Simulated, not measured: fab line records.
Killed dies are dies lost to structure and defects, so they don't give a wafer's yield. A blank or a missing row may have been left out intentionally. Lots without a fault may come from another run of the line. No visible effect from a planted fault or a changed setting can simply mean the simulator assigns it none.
fab line records	flow n5-finfet
[record] lots = 11	wafers = 32	last-day = 18
route steps=1938 shown MIM_BOT_ETCH@1867 TV_OPEN@1888 PAD_METAL@1893 PASSIVATION@1916
lots that met no fault: taken from a fault-free run of the same line
start-h: the number of hours between the record's first day and the start of the first shown wafer of the lot	wait-h: hours from the lot's prior step to this one	" as in the row above	L1.1+2: a row that stands for several wafers	- no value, or no start was given	* or withheld: withheld	< > ~ a bound
route shown NAME@n: NAME is a module with steps in the file, n the number in the route of the first one	usual: mean and standard deviation over wafers with no fault	same: alike in all rows	chamber/n: place in a boat	sites: the reading at each site	_std_site: the values' standard deviation	_edge_site: mean of outer sites minus mean of inner sites	radius-mm: for every site, how far away it sits from the centre of the wafer	mask NAME#n: copy n	behind: the last tool/chamber to shape the wafer	hold: cause of the lot's hold/its duration in hours/its outcome	device: whichever transistor did not switch (one of n, p or np)	end of line: the tests these same wafers got at the end of their route	a step with no rows: only its recipe	killed: count of dies lost to structure and defects at first sort (not the wafer's yield)	map: the dies of a wafer, with x for killed, . for not killed, _ for no die there
set.NAME: setting as actually run; set.NAME@STEP: the setting as run at that earlier step	model.NAME: the simulator's own value behind a step, which no gauge read
the route's steps for a sample of lots (tables are steps, rows are wafers)
services: a tool's chamber out of use, with start hour (start-h, from the record's first day; less than 0 if before it), hours out, and reason
[[steps]]
[step N5_MIM_BOT_ETCH_ETCH_03]
[recipe] chemistry = Cl2/BCl3	target-depth-a = 120	pressure-mtorr = 8	icp-w = 800	bias-w = 100	Cl2_flow_sccm = 20	bcl3-flow-sccm = 80
[usual] drypump-motor-current-A = 5.95/0.25	oes-product-au = 0.78/0.099	throttle-valve-pct = 27.62/0.25
lot.wafer	tool	chamber	start-h	wait-h	drypump-motor-current-A	oes-product-au	rf-hours-counter-h	throttle-valve-pct
L257.1	rie-metal-02	1	279.13	0.1	5.46	0.83	17	27.46
L257.3	"	0	"	"	5.82	0.82	-	27.51
L257.6	"	0	"	"	5.76	0.83	-	27.51
L260.3	rie-metal-03	0	312.65	0.1	6.21	0.85	-	27.79
L260.4	"	1	"	"	6.03	0.69	-	27.31
L260.5	"	0	"	"	6.25	0.85	-	27.80
L261.2	rie-metal-02	1	324.66	0.1	5.50	0.83	20	27.44
L261.5	"	1	"	"	5.46	0.83	-	27.43
L261.6	"	0	"	"	5.81	0.82	-	27.53
L264.1	rie-metal-01	0	325.20	0.1	6.20	0.67	102	27.63
L264.3	"	0	"	"	6.22	0.68	-	27.63
L264.5	"	0	"	"	6.19	0.67	-	27.63
L263.2	rie-metal-01	0	335.77	0.1	6.17	0.67	103	27.62
L263.5	"	0	"	"	6.15	0.67	-	27.63
L263.6	"	1	"	"	6.03	0.98	-	27.82
L268.2	rie-metal-03	0	362.47	0.1	6.24	0.83	25	27.81
L268.3	"	1	"	"	6.06	0.69	-	27.31
L268.5	"	1	"	"	6.05	0.69	-	27.31
L266.1	rie-metal-02	0	367.54	0.1	5.81	0.81	42	27.53
L266.3	"	1	"	"	5.49	0.81	-	27.45
L266.4	"	0	"	"	5.77	0.81	-	27.53
L267.1	rie-metal-01	1	376.59	0.1	5.98	0.93	4	27.83
L267.4	"	1	"	"	5.98	0.91	-	27.83
L267.5	"	1	"	"	5.97	0.92	-	27.83
L270.1	rie-metal-02	0	387.12	0.1	5.79	0.79	44	27.55
L270.3	"	1	"	"	5.49	0.80	-	27.45
L274.2	rie-metal-02	0	426.13	0.1	5.78	0.79	48	27.54
L274.4	"	1	"	"	5.51	0.79	-	27.47
L274.6	"	1	"	"	5.51	0.78	-	27.46
L275.3	rie-metal-01	0	426.47	0.1	6.19	0.98	-	26.94
L275.5	"	0	"	"	6.20	0.97	-	26.94
L275.6	"	1	"	"	6.08	0.88	-	27.83
[step N5_PASSIVATION_VIA_ETCH_13]
[recipe] chemistry = CHF3/O2	target = SiO2	target-depth-a = 6600	CHF3_flow_sccm = 50	O2_flow_sccm = 5	Ar_flow_sccm = 200	time-s = 330	mask-material = PR	pressure-mtorr = 30	source-w = 650	bias-w = 170	ion-energy-ev = 200	ends = cleared
[usual] drypump-motor-current-A = 5.7/0.63	etch-rf-on-time-s = 235/5.4	oes-product-au = 0.75/0.077	rf-vpp-V = 527/11	showerhead-plenum-p-Torr = 2.40/0.069	throttle-valve-pct = 18.84/0.25
lot.wafer	tool	chamber	start-h	wait-h	drypump-motor-current-A	etch-rf-on-time-s	oes-product-au	rf-hours-counter-h	rf-vpp-V	showerhead-plenum-p-Torr	throttle-valve-pct
L257.1	rie-diel-04	2	282.79	0.0	5.7	239	0.75	52	550	2.47	19.08
L257.3	"	1	"	"	6.5	240	0.69	132	534	2.43	19.00
L257.6	"	3	"	"	6.6	247	0.63	-	533	2.28	19.23
L260.3	rie-diel-01	2	313.99	0.0	6.1	225	0.80	55	521	2.34	18.45
L260.4	"	0	"	"	4.7	237	0.75	83	515	2.43	18.77
L260.5	"	0	"	"	4.7	236	0.76	-	515	2.43	18.76
L264.1	rie-diel-04	0	330.89	0.0	5.7	230	0.80	34	521	2.45	19.12
L264.3	"	3	"	"	6.6	235	0.62	233	535	2.28	19.23
L264.5	"	0	"	"	5.7	231	0.80	-	522	2.45	19.14
L261.2	rie-diel-03	3	333.31	0.0	6.2	233	0.92	1	539	2.48	18.59
L261.5	"	0	"	"	5.0	243	0.72	-	528	2.41	18.50
L261.6	"	3	"	"	6.3	238	0.92	-	538	2.48	18.60
L263.2	rie-diel-01	0	340.40	0.0	4.8	238	0.75	90	516	2.43	18.76
L263.5	"	0	"	"	4.8	246	0.75	-	515	2.43	18.76
L263.6	"	2	"	"	6.1	236	0.79	-	521	2.33	18.46
L268.2	rie-diel-01	0	366.48	0.0	4.8	232	0.73	100	515	2.42	18.78
L268.3	"	1	"	"	5.2	230	0.88	4	511	2.35	18.81
L268.5	"	1	"	"	5.2	229	0.88	-	510	2.35	18.79
L266.1	rie-diel-01	2	369.36	0.0	6.1	225	0.79	72	521	2.33	18.49
L266.3	"	1	"	"	5.2	226	0.88	5	509	2.35	18.82
L266.4	"	0	"	"	4.8	233	0.74	-	514	2.42	18.79
L267.1	rie-diel-04	2	379.16	0.0	5.7	231	0.72	79	550	2.46	19.13
L267.4	"	0	"	"	5.7	231	0.78	49	522	2.45	19.13
L267.5	"	1	"	"	6.5	238	0.67	-	536	2.42	19.04
L270.1	rie-diel-01	3	393.11	0.0	6.4	233	0.73	114	528	2.35	18.89
L270.3	"	0	"	"	4.7	236	0.73	108	516	2.42	18.80
L275.3	rie-diel-04	1	431.37	0.0	6.5	235	0.65	178	536	2.41	19.07
L275.5	"	1	"	"	6.5	242	0.65	-	535	2.41	19.07
L275.6	"	3	"	"	6.6	242	0.84	-	542	2.56	18.88
L274.2	rie-diel-03	0	431.64	0.0	5.0	235	0.68	151	528	2.40	18.54
L274.4	"	1	"	"	5.3	238	0.64	234	532	2.40	18.92
L274.6	"	3	"	"	6.2	233	0.84	-	538	2.47	18.66
[step N5_PASSIVATION_DEGAS_18]
[recipe] ambient = vacuum	temp-c = 300	time-s = 60
[usual] heater-power-w = 473/39
lot.wafer	tool	chamber	start-h	wait-h	heater-power-w
L257.1	pvd-sputter-01	-	283.98	0.8	465
L257.3	"	-	"	"	458
L257.6	"	-	"	"	432
L260.3	pvd-sputter-03	-	314.63	0.2	454
L260.4	"	-	"	"	453
L260.5	"	-	"	"	456
L264.1	pvd-sputter-02	-	331.31	0.0	475
L264.3	"	-	"	"	471
L264.5	"	-	"	"	462
L261.2	pvd-sputter-03	-	333.76	0.0	462
L261.5	"	-	"	"	475
L261.6	"	-	"	"	451
L263.2	pvd-sputter-03	-	341.33	0.5	444
L263.5	"	-	"	"	464
L263.6	"	-	"	"	508
L268.2	pvd-sputter-01	-	367.03	0.1	423
L268.3	"	-	"	"	435
L268.5	"	-	"	"	414
L266.1	pvd-sputter-01	-	369.93	0.2	433
L266.3	"	-	"	"	452
L266.4	"	-	"	"	450
L267.1	pvd-sputter-03	-	379.93	0.4	494
L267.4	"	-	"	"	442
L267.5	"	-	"	"	506
L270.1	pvd-sputter-02	-	393.62	0.1	495
L270.3	"	-	"	"	463
L275.3	pvd-sputter-02	-	431.79	0.0	457
L275.5	"	-	"	"	465
L275.6	"	-	"	"	584
L274.2	pvd-sputter-01	-	432.06	0.0	471
L274.4	"	-	"	"	440
L274.6	"	-	"	"	443
[step N5_PASSIVATION_PECVD_35]
[recipe] material = SiNx	target-thk-a = 7000	temp-c = 400	precursor = SiH4/NH3/N2	pressure-torr = 4.9	rf-w = 1406	time-s = 151.3
[usual] heater-power-w = 406/87	run-length-s = 195.1/0.45	showerhead-plenum-p-Torr = 8.76/0.068	throttle-valve-pct = 29.1/1.4
lot.wafer	tool	chamber	start-h	wait-h	heater-power-w	run-length-s	showerhead-plenum-p-Torr	since-wet-clean-h	throttle-valve-pct
L257.1	pecvd-03	1	286.08	0.1	387	195.0	8.73	1715	28.6
L257.3	"	0	"	"	488	195.5	8.81	990	28.1
L257.6	"	2	"	"	345	195.4	8.81	-	28.6
L260.3	pecvd-04	1	316.59	0.1	522	195.5	8.83	2108	31.0
L260.4	"	2	"	"	459	194.8	8.67	-	28.6
L260.5	"	0	"	"	252	194.9	8.69	-	28.4
L264.1	pecvd-03	0	333.26	0.1	545	196.0	8.82	1037	28.4
L264.3	"	1	"	"	302	195.0	8.73	1762	28.4
L264.5	"	0	"	"	400	196.1	8.81	-	28.4
L261.2	pecvd-04	0	335.97	0.1	309	194.3	8.69	1402	28.6
L261.5	"	0	"	"	347	194.4	8.70	-	28.6
L261.6	"	1	"	"	468	195.0	8.84	-	30.9
L263.2	pecvd-03	2	343.63	0.1	302	195.0	8.85	294	28.9
L263.5	"	0	"	"	507	195.3	8.82	-	28.0
L263.6	"	1	"	"	359	195.3	8.72	-	28.2
L268.2	pecvd-03	1	369.42	0.1	327	153.7	8.72	1798	28.3
L268.3	"	2	"	"	283	195.2	8.84	-	28.7
L268.5	"	1	"	"	389	195.0	8.75	-	28.3
L266.1	pecvd-03	2	373.10	0.1	326	195.2	8.81	323	29.1
L266.3	"	1	"	"	349	195.1	8.73	1802	28.2
L266.4	"	1	"	"	378	153.9	8.75	-	28.0
L267.1	pecvd-03	2	382.01	0.1	374	195.0	8.85	332	28.7
L267.4	"	1	"	"	355	153.9	8.73	-	28.1
L267.5	"	2	"	"	416	195.4	8.84	-	28.6
L270.1	pecvd-01	1	396.20	0.1	496	195.6	8.76	2006	33.1
L270.3	"	0	"	"	268	194.8	8.66	1281	28.9
L275.3	pecvd-03	2	433.94	0.1	314	195.2	8.84	384	29.1
L275.5	"	1	"	"	355	195.2	8.72	-	28.3
L275.6	"	0	"	"	389	196.2	8.81	-	28.1
L274.2	pecvd-01	0	434.04	0.1	295	195.1	8.68	1319	28.7
L274.4	"	1	"	"	472	195.3	8.75	-	33.2
L274.6	"	0	"	"	336	194.6	8.67	-	29.1
[[services]]
tool	chamber	start-h	hours	kind
rie-diel-04	2	273.35	7.5	repair
pvd-sputter-02	-	279.52	3.8	repair
pecvd-01	-	289.64	1.0	repair
pecvd-04	1	298.99	6.2	repair
pecvd-04	1	317.58	4.5	repair
pvd-sputter-01	-	320.04	19.6	repair
rie-diel-01	1	324.46	-	clean
rie-diel-01	1	324.46	-	consumable-replace:focus-ring
rie-diel-01	1	324.46	33.2	scheduled-down
rie-metal-01	1	328.92	3.0	repair
rie-diel-04	1	328.93	6.7	repair
pecvd-03	2	351.75	2.1	scheduled-down
pvd-sputter-01	-	354.53	5.4	repair
rie-diel-01	3	357.36	12.1	repair
pecvd-03	0	357.77	12.8	repair
rie-diel-01	2	358.45	3.4	repair
rie-diel-01	3	384.83	1.3	repair
pvd-sputter-01	-	386.41	4.6	repair
pecvd-03	1	391.41	2.1	scheduled-down
rie-diel-04	2	403.20	10.2	repair
pecvd-03	2	407.40	5.5	scheduled-down
pvd-sputter-01	-	412.36	3.4	repair
pecvd-03	0	420.90	2.1	scheduled-down
rie-diel-04	2	430.48	7.6	repair
[[key]]
[first-sign] step = N5_PASSIVATION_PECVD_35	reading = run-length-s	direction = down	sigmas = 93	usual = *	struck = *
effect none on later readings
met-at N5_PASSIVATION_PECVD_35
struck-lots L266,L267,L268
struck-wafers L266.4,L267.4,L268.2
not-acting-at N5_MIM_BOT_ETCH_ETCH_03,N5_PASSIVATION_VIA_ETCH_13,N5_PASSIVATION_DEGAS_18
onset-between 343.63 369.42
[fault] kind = process-parameter-drift	tool = pecvd-03	chamber = -	onset-h = 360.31	steps = N5_PASSIVATION_PECVD_35	channel = time-s	offset = *	shape = step	end-h = 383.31	scope = struck-wafers-only	acts-in = *	stated = *
